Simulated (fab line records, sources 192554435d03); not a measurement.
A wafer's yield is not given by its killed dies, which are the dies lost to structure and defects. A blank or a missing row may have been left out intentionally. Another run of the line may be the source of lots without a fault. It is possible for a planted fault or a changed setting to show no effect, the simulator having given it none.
Split-lot study :: flow n5_finfet :: 39 wafers read from 7 lots, route of 1938 steps

## THE SPLIT ITSELF
At N5_MOL_CONTACT_COAG_ALD_27 (deposits SiOC, target thk 17 nm, pulse time 1.5 s, time 2720 s), the setting ald_cycles was moved away from the recipe's 340 on 15 of the 39 wafers read, by -56.2% to +42.9%. This setting was run at the recipe's value on the other wafers.

The split's own step is where the reading is taken.

## THE READING
SiOC_of_MOL_CONTACT_COAG_ALD_27.thk_nm (the simulator's own value, which no gauge read), in nm, at N5_MOL_CONTACT_COAG_ALD_27 (deposits SiOC, target thk 17 nm, pulse time 1.5 s, time 2720 s). No usual value for it is given in the file. Average 17.0 nm, standard deviation 0.04 nm, over the 24 wafers here run with the recipe.

wafer: L077.1
tool, chamber at the split: ald_sin-04, 0,3,2
ald_cycles as run: 457
against the recipe: +34.4%
SiOC_of_MOL_CONTACT_COAG_ALD_27.thk_nm, nm: 22.8
against lot-mates on the recipe: +5.8

wafer: L077.2
tool, chamber at the split: ald_sin-04, 0,3,2
ald_cycles as run: 457
against the recipe: +34.4%
SiOC_of_MOL_CONTACT_COAG_ALD_27.thk_nm, nm: 22.8
against lot-mates on the recipe: +5.8

wafer: L077.6
tool, chamber at the split: ald_sin-04, 0,3,2
ald_cycles as run: 457
against the recipe: +34.4%
SiOC_of_MOL_CONTACT_COAG_ALD_27.thk_nm, nm: 22.8
against lot-mates on the recipe: +5.8

wafer: L077.3
tool, chamber at the split: ald_sin-04, 1,2,1
ald_cycles as run: 340
against the recipe: recipe
SiOC_of_MOL_CONTACT_COAG_ALD_27.thk_nm, nm: 17
against lot-mates on the recipe: -

wafer: L077.4
tool, chamber at the split: ald_sin-04, 1,2,1
ald_cycles as run: 340
against the recipe: recipe
SiOC_of_MOL_CONTACT_COAG_ALD_27.thk_nm, nm: 17
against lot-mates on the recipe: -

wafer: L077.5
tool, chamber at the split: ald_sin-04, 1,2,1
ald_cycles as run: 340
against the recipe: recipe
SiOC_of_MOL_CONTACT_COAG_ALD_27.thk_nm, nm: 17
against lot-mates on the recipe: -

wafer: L082.1
tool, chamber at the split: ald_sin-04, 1,2,2
ald_cycles as run: 486
against the recipe: +42.9%
SiOC_of_MOL_CONTACT_COAG_ALD_27.thk_nm, nm: 24.4
against lot-mates on the recipe: +7.4

wafer: L082.3
tool, chamber at the split: ald_sin-04, 1,2,2
ald_cycles as run: 486
against the recipe: +42.9%
SiOC_of_MOL_CONTACT_COAG_ALD_27.thk_nm, nm: 24.4
against lot-mates on the recipe: +7.4

wafer: L082.6
tool, chamber at the split: ald_sin-04, 1,2,2
ald_cycles as run: 486
against the recipe: +42.9%
SiOC_of_MOL_CONTACT_COAG_ALD_27.thk_nm, nm: 24.4
against lot-mates on the recipe: +7.4

wafer: L082.2
tool, chamber at the split: ald_sin-04, 3,3,1
ald_cycles as run: 340
against the recipe: recipe
SiOC_of_MOL_CONTACT_COAG_ALD_27.thk_nm, nm: 17
against lot-mates on the recipe: -

wafer: L082.4
tool, chamber at the split: ald_sin-04, 3,3,1
ald_cycles as run: 340
against the recipe: recipe
SiOC_of_MOL_CONTACT_COAG_ALD_27.thk_nm, nm: 17
against lot-mates on the recipe: -

wafer: L082.5
tool, chamber at the split: ald_sin-04, 3,3,1
ald_cycles as run: 340
against the recipe: recipe
SiOC_of_MOL_CONTACT_COAG_ALD_27.thk_nm, nm: 17
against lot-mates on the recipe: -

wafer: L087.1
tool, chamber at the split: ald_sin-02, 0,1,3,2,1
ald_cycles as run: 340
against the recipe: recipe
SiOC_of_MOL_CONTACT_COAG_ALD_27.thk_nm, nm: 17
against lot-mates on the recipe: -

wafer: L087.2
tool, chamber at the split: ald_sin-02, 0,1,3,2,1
ald_cycles as run: 340
against the recipe: recipe
SiOC_of_MOL_CONTACT_COAG_ALD_27.thk_nm, nm: 17
against lot-mates on the recipe: -

wafer: L087.3
tool, chamber at the split: ald_sin-02, 0,1,3,2,1
ald_cycles as run: 340
against the recipe: recipe
SiOC_of_MOL_CONTACT_COAG_ALD_27.thk_nm, nm: 17
against lot-mates on the recipe: -

wafer: L087.4
tool, chamber at the split: ald_sin-02, 0,1,3,2,1
ald_cycles as run: 340
against the recipe: recipe
SiOC_of_MOL_CONTACT_COAG_ALD_27.thk_nm, nm: 17
against lot-mates on the recipe: -

wafer: L087.5
tool, chamber at the split: ald_sin-02, 0,1,3,2,1
ald_cycles as run: 340
against the recipe: recipe
SiOC_of_MOL_CONTACT_COAG_ALD_27.thk_nm, nm: 17
against lot-mates on the recipe: -

wafer: L087.6
tool, chamber at the split: ald_sin-02, 2
ald_cycles as run: 340
against the recipe: recipe
SiOC_of_MOL_CONTACT_COAG_ALD_27.thk_nm, nm: 17.2
against lot-mates on the recipe: -

wafer: L088.1
tool, chamber at the split: ald_sin-01, 3,2,3
ald_cycles as run: 340
against the recipe: recipe
SiOC_of_MOL_CONTACT_COAG_ALD_27.thk_nm, nm: 17
against lot-mates on the recipe: -

wafer: L088.3
tool, chamber at the split: ald_sin-01, 3,2,3
ald_cycles as run: 340
against the recipe: recipe
SiOC_of_MOL_CONTACT_COAG_ALD_27.thk_nm, nm: 17
against lot-mates on the recipe: -

wafer: L088.5
tool, chamber at the split: ald_sin-01, 3,2,3
ald_cycles as run: 340
against the recipe: recipe
SiOC_of_MOL_CONTACT_COAG_ALD_27.thk_nm, nm: 17
against lot-mates on the recipe: -

wafer: L088.2
tool, chamber at the split: ald_sin-01, 1
ald_cycles as run: 282
against the recipe: -17.1%
SiOC_of_MOL_CONTACT_COAG_ALD_27.thk_nm, nm: 14
against lot-mates on the recipe: -3.0

wafer: L088.4
tool, chamber at the split: ald_sin-01, 0
ald_cycles as run: 282
against the recipe: -17.1%
SiOC_of_MOL_CONTACT_COAG_ALD_27.thk_nm, nm: 14.2
against lot-mates on the recipe: -2.8

wafer: L088.6
tool, chamber at the split: ald_sin-01, 0
ald_cycles as run: 282
against the recipe: -17.1%
SiOC_of_MOL_CONTACT_COAG_ALD_27.thk_nm, nm: 14.2
against lot-mates on the recipe: -2.8

wafer: L089.1
tool, chamber at the split: ald_sin-04, 2,3,1
ald_cycles as run: 340
against the recipe: recipe
SiOC_of_MOL_CONTACT_COAG_ALD_27.thk_nm, nm: 17
against lot-mates on the recipe: -

wafer: L089.2
tool, chamber at the split: ald_sin-04, 2,3,1
ald_cycles as run: 340
against the recipe: recipe
SiOC_of_MOL_CONTACT_COAG_ALD_27.thk_nm, nm: 17
against lot-mates on the recipe: -

wafer: L089.4
tool, chamber at the split: ald_sin-04, 2,3,1
ald_cycles as run: 340
against the recipe: recipe
SiOC_of_MOL_CONTACT_COAG_ALD_27.thk_nm, nm: 17
against lot-mates on the recipe: -

wafer: L090.1
tool, chamber at the split: ald_sin-01, 3,0,1
ald_cycles as run: 340
against the recipe: recipe
SiOC_of_MOL_CONTACT_COAG_ALD_27.thk_nm, nm: 17
against lot-mates on the recipe: -

wafer: L090.2
tool, chamber at the split: ald_sin-01, 3,0,1
ald_cycles as run: 340
against the recipe: recipe
SiOC_of_MOL_CONTACT_COAG_ALD_27.thk_nm, nm: 17
against lot-mates on the recipe: -

wafer: L090.5
tool, chamber at the split: ald_sin-01, 3,0,1
ald_cycles as run: 340
against the recipe: recipe
SiOC_of_MOL_CONTACT_COAG_ALD_27.thk_nm, nm: 17
against lot-mates on the recipe: -

wafer: L090.3
tool, chamber at the split: ald_sin-01, 2
ald_cycles as run: 164
against the recipe: -51.8%
SiOC_of_MOL_CONTACT_COAG_ALD_27.thk_nm, nm: 8.2
against lot-mates on the recipe: -8.8

wafer: L090.6
tool, chamber at the split: ald_sin-01, 2
ald_cycles as run: 164
against the recipe: -51.8%
SiOC_of_MOL_CONTACT_COAG_ALD_27.thk_nm, nm: 8.2
against lot-mates on the recipe: -8.8

wafer: L090.4
tool, chamber at the split: ald_sin-01, 1
ald_cycles as run: 164
against the recipe: -51.8%
SiOC_of_MOL_CONTACT_COAG_ALD_27.thk_nm, nm: 8
against lot-mates on the recipe: -9.0

wafer: L092.1
tool, chamber at the split: ald_sin-04, 1,3,1
ald_cycles as run: 340
against the recipe: recipe
SiOC_of_MOL_CONTACT_COAG_ALD_27.thk_nm, nm: 17
against lot-mates on the recipe: -

wafer: L092.2
tool, chamber at the split: ald_sin-04, 1,3,1
ald_cycles as run: 340
against the recipe: recipe
SiOC_of_MOL_CONTACT_COAG_ALD_27.thk_nm, nm: 17
against lot-mates on the recipe: -

wafer: L092.6
tool, chamber at the split: ald_sin-04, 1,3,1
ald_cycles as run: 340
against the recipe: recipe
SiOC_of_MOL_CONTACT_COAG_ALD_27.thk_nm, nm: 17
against lot-mates on the recipe: -

wafer: L092.3
tool, chamber at the split: ald_sin-04, 2,0,0
ald_cycles as run: 149
against the recipe: -56.2%
SiOC_of_MOL_CONTACT_COAG_ALD_27.thk_nm, nm: 7.4
against lot-mates on the recipe: -9.6

wafer: L092.4
tool, chamber at the split: ald_sin-04, 2,0,0
ald_cycles as run: 149
against the recipe: -56.2%
SiOC_of_MOL_CONTACT_COAG_ALD_27.thk_nm, nm: 7.4
against lot-mates on the recipe: -9.6

wafer: L092.5
tool, chamber at the split: ald_sin-04, 2,0,0
ald_cycles as run: 149
against the recipe: -56.2%
SiOC_of_MOL_CONTACT_COAG_ALD_27.thk_nm, nm: 7.4
against lot-mates on the recipe: -9.6
The file does not say which wafer passed through which chamber wherever a row lists several chambers: such a row stands for several wafers.

THE FIT
A straight line over all 39 wafers: SiOC_of_MOL_CONTACT_COAG_ALD_27.thk_nm changes by +0.171 nm for each +1% of ald_cycles; r = +1.00; the points scatter about the line by 0.06 nm.
The same after taking each lot's own level away (the mean of its wafers on the recipe; 39 wafers): +0.171 nm for each +1%; r = +1.00; scatter 0.058 nm.
The reading moves by 9.6 nm for the largest change in ald_cycles, on that fit.
The lots' own levels span 17.00 to 17.03 nm, that is 0.8 times the standard deviation above.
Hence the lot-to-lot level has little effect on the slope; both slopes agree.
Check: for one of the wafers moved furthest among these (-56.2%), held out of the fit, the line's prediction against its lot-mates is -9.6 nm. Against them it came out at -9.6 nm.

## ADDITIONAL SPLITS CARRIED BY THESE WAFERS
Other splits were also applied to these wafers ahead of the reading. Each is held against what the fit with the lots' levels taken away leaves over:
other split on the same wafers: N5_FIN_SAQP_ALD_61 ald_cycles
wafers away from the commonest value: 12
r with SiOC_of_MOL_CONTACT_COAG_ALD_27.thk_nm (lot level and that fit taken away): -0.15

## FILE'S OWN FIT
SiOC_of_MOL_CONTACT_COAG_ALD_27.thk_nm changes by +0.171 nm for each +1% of ald_cycles, r = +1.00.
